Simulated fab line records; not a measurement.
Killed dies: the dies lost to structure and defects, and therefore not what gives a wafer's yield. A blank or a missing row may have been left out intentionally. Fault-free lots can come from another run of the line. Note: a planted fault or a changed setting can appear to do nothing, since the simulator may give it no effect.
fab line records	flow n5Finfet
record lots=7	wafers=20	lastDay=16
route steps=1938 shown DUMMY_GATE@250 SPACER0@258 SD_EPI_N@262 BEOL_M4@1111
lots untouched by any fault: they come from a run of this same line in which no faults occurred
startH: the number of hours between the record's first day and the start of the first shown wafer of the lot	waitH: hours elapsed since this lot's preceding step	" same as the row above	L1.1+2: one row covering several wafers at once	- no value, or no start was given	* or withheld: withheld	< > ~ a bound
route shown NAME@n: a module of which the file shows steps, and the number in the route of the first	usual: mean/standard deviation of fault-free wafers	same: alike in all rows	chamber/n: place in a boat	sites: readings site by site	_std_site: how widely they spread, as a standard deviation	_edge_site: the outer-site mean with the inner-site mean subtracted	radiusMm: how far each site lies from the wafer's centre	mask NAME#n: copy n	behind: the tool/chamber that last shaped the wafer	hold: cause of the lot's hold/its duration in hours/its outcome	device: the transistor (n, p or np) that didn't switch	end of line: at the end of the route, the tests of the same wafers	a step given without rows: its recipe and nothing more	killed: the dies lost at the first sort to structure and to defects; this is not the yield of the wafer	map: the dies of a wafer, with x for killed, . for not killed, _ for no die there
set.NAME: the setting as run; set.NAME@STEP: as run at that earlier step	model.NAME: the simulator's own value behind a step, which no gauge read
a table for each step, a row for each wafer; lots at some steps of the route
services: a tool's chamber out of use, with start hour (startH, from the record's first day; less than 0 if before it), hours out, and reason
## steps
# step N5_DUMMY_GATE_ETCH_42
# recipe chemistry=CHF3/O2	target=SiO2	targetDepthA=35	timeS=31	ionEnergyEv=30	biasW=12	pressureMtorr=30	sourceW=600	Ar_flow_sccm=200	CHF3_flow_sccm=50	O2_flow_sccm=5
# usual drypumpMotorCurrentA=5.5/0.33	oesProductAu=0.77/0.07	rfVppV=42.4/0.9	showerheadPlenumPTorr=2.41/0.057	throttleValvePct=18.86/0.21
lot.wafer	tool	chamber	startH	waitH	drypumpMotorCurrentA	oesProductAu	rfHoursCounterH	rfVppV	showerheadPlenumPTorr	throttleValvePct
L881.1	rieDiel-03	2	67.15	0.1	5.8	0.74	150	42.0	2.51	18.51
L881.2	"	3	"	"	5.4	0.79	113	41.8	2.42	19.01
L881.3	"	0	"	"	6.2	0.69	237	42.9	2.38	18.82
L882.2	rieDiel-03	3	71.12	0.0	5.4	0.78	114	43.1	2.42	19.02
L882.5	"	2	"	"	5.8	0.73	-	42.4	2.51	18.52
L882.6	"	1	"	"	5.1	0.86	-	43.4	2.45	18.56
L883.1	rieDiel-06	2	79.23	0.0	5.8	0.83	68	42.6	2.44	18.79
L883.3	"	3	"	"	5.2	0.72	214	40.9	2.38	19.06
L883.4	"	0	"	"	5.4	0.74	171	41.2	2.41	19.01
L888.1	rieDiel-06	2	106.69	0.0	5.8	0.82	76	41.2	2.44	18.80
L888.5	"	1	"	"	5.7	0.68	-	42.2	2.29	18.96
L888.6	"	2	"	"	5.8	0.81	-	41.1	2.44	18.81
L895.2	rieDiel-06	2	149.38	0.0	5.9	0.80	91	42.4	2.43	18.83
L895.4	"	3	"	"	5.2	0.70	-	40.3	2.37	19.12
L895.5	"	0	"	"	5.4	0.73	-	41.9	2.40	19.03
L896.1	rieDiel-05	2	154.36	0.0	5.8	0.83	92	42.1	2.43	19.06
L896.4	"	0	"	"	4.9	0.70	210	41.8	2.39	19.07
L897.2	rieDiel-06	3	161.00	0.1	5.2	0.69	242	43.6	2.37	19.11
L897.4	"	1	"	"	5.7	0.68	250	42.2	2.28	18.99
L897.5	"	2	"	"	5.8	0.80	-	42.7	2.43	18.85
# step N5_DUMMY_GATE_STRIP_48
# recipe chemistry=N2/H2	timeS=20	powerW=100	tempC=40	pressureMtorr=100	rfFrequencyHz=6e+07	biasPowerW=3	n2FlowSccm=300	h2FlowSccm=300
# usual drypumpMotorCurrentA=5.5/0.33	n2FlowSccm=300.1/0.81	oesProductAu=0.77/0.069	rfVppV=45.4/0.8	showerheadPlenumPTorr=3.37/0.08	throttleValvePct=12.26/0.23
lot.wafer	tool	chamber	startH	waitH	drypumpMotorCurrentA	n2FlowSccm	oesProductAu	rfHoursCounterH	rfVppV	showerheadPlenumPTorr	throttleValvePct
L881.1	rieDiel-03	2	67.20	0.0	5.8	299.6	0.73	150	45.7	3.49	11.96
L881.2	"	3	"	"	5.4	299.5	0.78	113	43.6	3.40	12.39
L881.3	"	0	"	"	6.3	299.6	0.69	237	45.5	3.33	12.35
L882.2	rieDiel-03	3	71.17	0.0	5.5	299.7	0.78	114	45.2	3.40	12.38
L882.5	"	2	"	"	5.8	300.7	0.73	-	45.8	3.49	11.97
L882.6	"	1	"	"	5.1	298.6	0.86	-	46.0	3.43	11.90
L883.1	rieDiel-06	2	79.27	0.0	5.8	300.6	0.82	68	46.3	3.42	12.15
L883.3	"	3	"	"	5.2	300.1	0.72	214	45.6	3.33	12.47
L883.4	"	0	"	"	5.4	300.1	0.75	171	45.1	3.37	12.42
L888.1	rieDiel-06	2	106.74	0.0	5.8	299.5	0.81	76	45.7	3.42	12.17
L888.5	"	1	"	"	5.8	299.6	0.69	-	46.2	3.19	12.50
L888.6	"	2	"	"	5.8	299.9	0.82	-	47.6	3.42	12.16
L895.2	rieDiel-06	2	149.43	0.0	5.8	300.5	0.80	91	44.9	3.41	12.22
L895.4	"	3	"	"	5.2	300.5	0.70	-	45.2	3.32	12.50
L895.5	"	0	"	"	5.4	300.1	0.72	-	45.2	3.36	12.47
L896.1	rieDiel-05	2	154.41	0.0	5.8	299.7	0.82	92	46.1	3.41	12.37
L896.4	"	0	"	"	4.9	301.2	0.69	210	45.0	3.35	12.50
L897.2	rieDiel-06	3	161.05	0.0	5.2	301.0	0.69	242	44.5	3.31	12.55
L897.4	"	1	"	"	5.7	299.0	0.68	250	45.2	3.18	12.52
L897.5	"	2	"	"	5.8	301.8	0.79	-	45.0	3.41	12.22
# step N5_DUMMY_GATE_PRECLEAN_33
# recipe chemistry=dHF	timeS=10	dilution=750:1	tempC=25
# step N5_DUMMY_GATE_PRECLEAN_25
# recipe chemistry=O3/DIW	timeS=45	tempC=22	o3Ppm=10
# step N5_DUMMY_GATE_PRECLEAN_51
# recipe chemistry=SC2	timeS=45	tempC=35	mix=1:1:50
# step N5_DUMMY_GATE_SRD_26
# recipe dry=ipaMarangoni	timeS=30	tempC=23	rinseLiquid=diw
# step N5_DUMMY_GATE_UV_OZONE_45
# recipe timeS=120	pressureTorr=760	tempC=25
# step N5_DUMMY_GATE_INSPECT_27
# recipe inspectInstrument=brightfield	mode=aei
# usual rawDefectCount=310/74
lot.wafer	tool	chamber	startH	waitH	rawDefectCount
L881.1	defectInspect-02	-	67.39	0.0	300
L881.2	"	-	"	"	274
L881.3	"	-	"	"	285
L882.2	defectInspect-01	-	71.36	0.0	349
L882.5	"	-	"	"	358
L882.6	"	-	"	"	242
L883.1	defectInspect-01	-	79.47	0.0	319
L883.3	"	-	"	"	245
L883.4	"	-	"	"	326
L888.1	defectInspect-01	-	106.94	0.0	324
L888.5	"	-	"	"	295
L888.6	"	-	"	"	257
L895.2	defectInspect-02	-	149.62	0.0	295
L895.4	"	-	"	"	251
L895.5	"	-	"	"	216
L896.1	defectInspect-01	-	154.60	0.0	223
L896.4	"	-	"	"	269
L897.2	defectInspect-01	-	161.24	0.0	499
L897.4	"	-	"	"	309
L897.5	"	-	"	"	389
# step N5_SPACER0_ALD_07
# recipe material=SiNx	targetThkA=20	tempC=400	aldPrecursorFamily=SiH2I2	aldCoReactant=N2/H2-plasma	pressureTorr=2
# usual heaterPowerW=878/61
lot.wafer	tool	chamber	startH	waitH	heaterPowerW
L881.1	aldSin-04	1	67.51	0.1	911
L881.2	"	0	"	"	852
L881.3	"	2	"	"	944
L882.2	aldSin-01	1	71.40	0.0	941
L882.5	"	3	"	"	942
L882.6	"	0	"	"	901
L883.1	aldSin-01	0	79.81	0.3	904
L883.3	"	2	"	"	889
L883.4	"	3	"	"	910
L888.1	aldSin-01	1	108.91	2.0	909
L888.5	"	2	"	"	888
L888.6	"	3	"	"	910
L895.2	aldSin-04	0	149.97	0.4	858
L895.4	"	3	"	"	878
L895.5	"	3	"	"	874
L896.1	aldSin-03	2	154.64	0.0	898
L896.4	"	3	"	"	792
L897.2	aldSin-01	1	161.88	0.6	945
L897.4	"	3	"	"	939
L897.5	"	3	"	"	928
# step N5_SPACER0_ALD_00
# recipe material=SiOCN	targetThkA=35	tempC=400	aldPrecursorFamily=alkyl-aminosilane	aldCoReactant=O2/N2-plasma	pulseTimeS=3	purgeTimeS=2	coReactantPurgeTimeS=2	aldCycles=58	pressureTorr=2
# usual heaterPowerW=879/60	precursorPulseHeightRel=1.001/0.021
# same aldCycles=58
lot.wafer	tool	chamber	startH	waitH	heaterPowerW	precursorPulseHeightRel
L881.1	aldSin-04	1	67.66	0.1	926	0.989
L881.2	"	0	"	"	864	0.989
L881.3	"	2	"	"	953	1.025
L882.2	aldSin-01	1	71.56	0.1	915	1.034
L882.5	"	3	"	"	917	1.000
L882.6	"	0	"	"	927	0.998
L883.1	aldSin-01	0	79.96	0.1	899	0.983
L883.3	"	2	"	"	874	1.004
L883.4	"	3	"	"	929	0.956
L888.1	aldSin-01	1	109.06	0.1	949	0.962
L888.5	"	2	"	"	902	1.003
L888.6	"	3	"	"	946	0.943
L895.2	aldSin-04	0	150.13	0.1	860	0.997
L895.4	"	3	"	"	862	1.039
L895.5	"	3	"	"	870	1.037
L896.1	aldSin-03	2	154.79	0.1	892	1.027
L896.4	"	3	"	"	795	0.984
L897.2	aldSin-01	1	162.03	0.1	928	1.021
L897.4	"	3	"	"	937	1.003
L897.5	"	3	"	"	906	0.992
# step N5_SPACER0_ALD_08
# recipe material=SiNx	targetThkA=20	tempC=400	aldPrecursorFamily=SiH2I2	aldCoReactant=N2/H2-plasma	pressureTorr=2
# usual heaterPowerW=880/62
lot.wafer	tool	chamber	startH	waitH	heaterPowerW
L881.1	aldSin-04	1	67.92	0.1	897
L881.2	"	0	"	"	856
L881.3	"	2	"	"	960
L882.2	aldSin-01	1	71.81	0.1	915
L882.5	"	3	"	"	909
L882.6	"	0	"	"	912
L883.1	aldSin-01	0	80.22	0.1	913
L883.3	"	2	"	"	904
L883.4	"	3	"	"	923
L888.1	aldSin-01	1	109.32	0.1	932
L888.5	"	2	"	"	904
L888.6	"	3	"	"	952
L895.2	aldSin-04	0	150.38	0.1	845
L895.4	"	3	"	"	854
L895.5	"	3	"	"	848
L896.1	aldSin-03	2	155.05	0.1	902
L896.4	"	3	"	"	780
L897.2	aldSin-01	1	162.29	0.1	945
L897.4	"	3	"	"	928
L897.5	"	3	"	"	943
# step N5_SPACER0_INSPECT_04
# recipe inspectInstrument=darkfield	mode=postDep
# usual rawDefectCount=141/32
lot.wafer	tool	chamber	startH	waitH	rawDefectCount
L881.1	defectInspect-01	-	68.08	0.1	124
L881.2	"	-	"	"	124
L881.3	"	-	"	"	111
L882.2	defectInspect-01	-	71.97	0.1	161
L882.5	"	-	"	"	151
L882.6	"	-	"	"	101
L883.1	defectInspect-01	-	80.38	0.1	129
L883.3	"	-	"	"	131
L883.4	"	-	"	"	114
L888.1	defectInspect-01	-	109.48	0.1	113
L888.5	"	-	"	"	135
L888.6	"	-	"	"	125
L895.2	defectInspect-01	-	150.54	0.1	122
L895.4	"	-	"	"	108
L895.5	"	-	"	"	86
L896.1	defectInspect-01	-	155.20	0.1	113
L896.4	"	-	"	"	141
L897.2	defectInspect-01	-	162.45	0.1	172
L897.4	"	-	"	"	143
L897.5	"	-	"	"	183
# step N5_SD_EPI_N_COAT_32
# recipe resist=SOC	tempC=250	timeS=60	spinRpm=1500	resistThkNm=350
# usual dispensePressureKPa=50.4/1.4	heaterPowerTotalW=500.5/1.7	runLengthS=66.31/0.14
lot.wafer	tool	chamber	startH	waitH	dispensePressureKPa	heaterPowerTotalW	runLengthS
L881.1	lithoTrack-03	0	68.11	0.0	49.0	500.3	66.14
L881.2	"	0	"	"	49.0	498.0	66.37
L881.3	"	0	"	"	49.0	498.1	66.20
L882.2	lithoTrack-05	0	72.00	0.0	50.9	499.2	66.12
L882.5	"	0	"	"	51.0	497.6	66.18
L882.6	"	0	"	"	51.0	503.0	66.15
L883.1	lithoTrack-05	0	80.41	0.0	51.0	501.3	66.31
L883.3	"	0	"	"	51.0	500.4	66.14
L883.4	"	0	"	"	51.0	499.7	66.40
L888.1	lithoTrack-05	0	109.51	0.0	51.0	503.1	66.29
L888.5	"	0	"	"	51.0	498.2	66.28
L888.6	"	0	"	"	50.9	500.7	66.16
L895.2	lithoTrack-03	0	150.57	0.0	48.9	499.9	66.26
L895.4	"	0	"	"	48.8	643.3	45.71
L895.5	"	0	"	"	48.9	497.3	66.42
L896.1	lithoTrack-03	0	155.23	0.0	48.9	644.1	45.78
L896.4	"	0	"	"	48.9	650.2	46.01
L897.2	lithoTrack-03	0	162.48	0.0	48.8	501.2	66.52
L897.4	"	0	"	"	48.8	643.6	45.73
L897.5	"	0	"	"	48.9	502.9	66.14
# step N5_SD_EPI_N_COAT_33
# recipe resist=SiARC	tempC=220	timeS=60	spinRpm=1500	resistThkNm=35
# step N5_BEOL_M4_RC_MEAS_101
# usual DIBL_N=36.2/1.2	DIBL_P=36.3/1.3	IOFF_N=0.155/0.019	IOFF_P=0.210/0.029	ION_N=677/8.6	ION_P=465/6.8	SS_N=71.4/0.48	SS_P=73.2/0.53	VT_N=249.9/2.4	VT_P=-250/3.2
lot.wafer	tool	chamber	startH	waitH	DIBL_N[mV/V]	DIBL_P[mV/V]	IOFF_N[nA/um]	IOFF_P[nA/um]	ION_N[uA/um]	ION_P[uA/um]	SS_N[mV/dec]	SS_P[mV/dec]	VT_N[mV]	VT_P[mV]
L881.1	prober-01	0	187.68	0.0	33.5	33.4	0.115	0.167	666	460	70.0	72.9	253.5	-253
L881.2	"	0	"	"	36.2	37.8	0.177	0.238	681	471	71.1	73.6	249.4	-249
L881.3	"	0	"	"	34.9	35.6	0.138	0.198	680	468	70.9	73.4	252.1	-249
L882.2	prober-02	0	200.03	0.2	38.0	38.4	0.185	0.254	685	472	71.4	72.6	246.1	-247
L882.5	"	0	"	"	37.1	38.0	0.169	0.241	667	463	72.7	73.4	250.9	-249
L882.6	"	0	"	"	37.2	37.1	0.164	0.226	669	467	71.2	73.3	249.6	-247
L883.1	prober-02	0	206.20	0.0	36.9	36.5	0.152	0.180	675	457	71.5	73.3	248.5	-254
L883.3	"	0	"	"	37.6	36.8	0.162	0.193	691	466	71.5	73.7	252.0	-254
L883.4	"	0	"	"	38.6	39.0	0.188	0.228	676	464	72.0	73.7	248.4	-252
L888.1	prober-01	0	244.92	0.0	39.0	38.6	0.199	0.271	688	471	72.1	73.6	247.0	-243
L888.5	"	0	"	"	35.3	34.6	0.131	0.211	679	472	71.0	72.2	253.8	-247
L888.6	"	0	"	"	35.7	35.3	0.140	0.217	674	466	71.4	72.3	250.8	-247
L896.1	prober-02	0	282.57	0.0	36.9	37.8	0.164	0.219	684	464	71.5	73.7	249.1	-249
L896.4	"	0	"	"	35.5	35.9	0.133	0.198	669	461	71.0	74.0	252.9	-251
L897.2	prober-02	0	285.07	0.2	35.9	36.4	0.171	0.222	679	466	71.4	73.7	246.4	-249
L897.4	"	0	"	"	34.9	35.4	0.147	0.206	673	465	71.1	73.6	248.3	-249
L897.5	"	0	"	"	34.3	34.5	0.136	0.191	675	464	71.1	72.9	251.9	-250
L895.2	prober-02	0	292.54	0.2	37.0	35.3	0.142	0.169	678	458	71.0	72.6	250.7	-254
L895.4	"	0	"	"	38.0	37.1	0.164	0.183	688	459	71.3	72.7	249.7	-256
L895.5	"	0	"	"	37.4	36.3	0.152	0.182	667	454	71.6	73.9	251.5	-255
## services
tool	chamber	startH	hours	kind
rieDiel-06	1	45.23	9.4	repair
rieDiel-05	-	53.95	0.3	repair
aldSin-04	1	77.96	9.3	repair
lithoTrack-03	-	78.28	-	consumableReplace:filter
aldSin-01	-	93.32	1.1	repair
aldSin-03	-	100.64	0.4	repair
aldSin-04	-	101.83	6.0	pm
rieDiel-03	0	109.73	-	clean
rieDiel-03	0	109.73	-	consumableReplace:focusRing
rieDiel-03	0	109.73	26.8	scheduledDown
rieDiel-03	0	109.73	26.8	ventCycle
aldSin-04	3	112.23	5.1	repair
rieDiel-06	1	144.27	14.9	repair
rieDiel-03	3	152.15	13.5	repair
aldSin-04	-	154.79	14.6	pm
rieDiel-03	-	157.17	10.0	pm
rieDiel-06	1	161.77	-	clean
rieDiel-06	1	161.77	-	consumableReplace:focusRing
rieDiel-06	1	161.77	-	consumableReplace:showerhead
## key
firstSign step=N5_SD_EPI_N_COAT_32	reading=runLengthS	direction=down	sigmas=99+	usual=*	struck=*
effect step=N5_SD_EPI_N_COAT_32	reading=heaterPowerTotalW	direction=up	sigmas=85	usual=*	struck=*
metAt N5_SD_EPI_N_COAT_32
struckWafers L895.4,L896.1,L896.4,L897.4
onsetBetween 68.11 150.57
fault kind=processParameterDrift	tool=lithoTrack-03	chamber=-	onsetH=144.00	steps=N5_SD_EPI_N_COAT_32	channel=timeS	offset=*	shape=step	endH=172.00	scope=struckWafersOnly	actsIn=*	stated=*
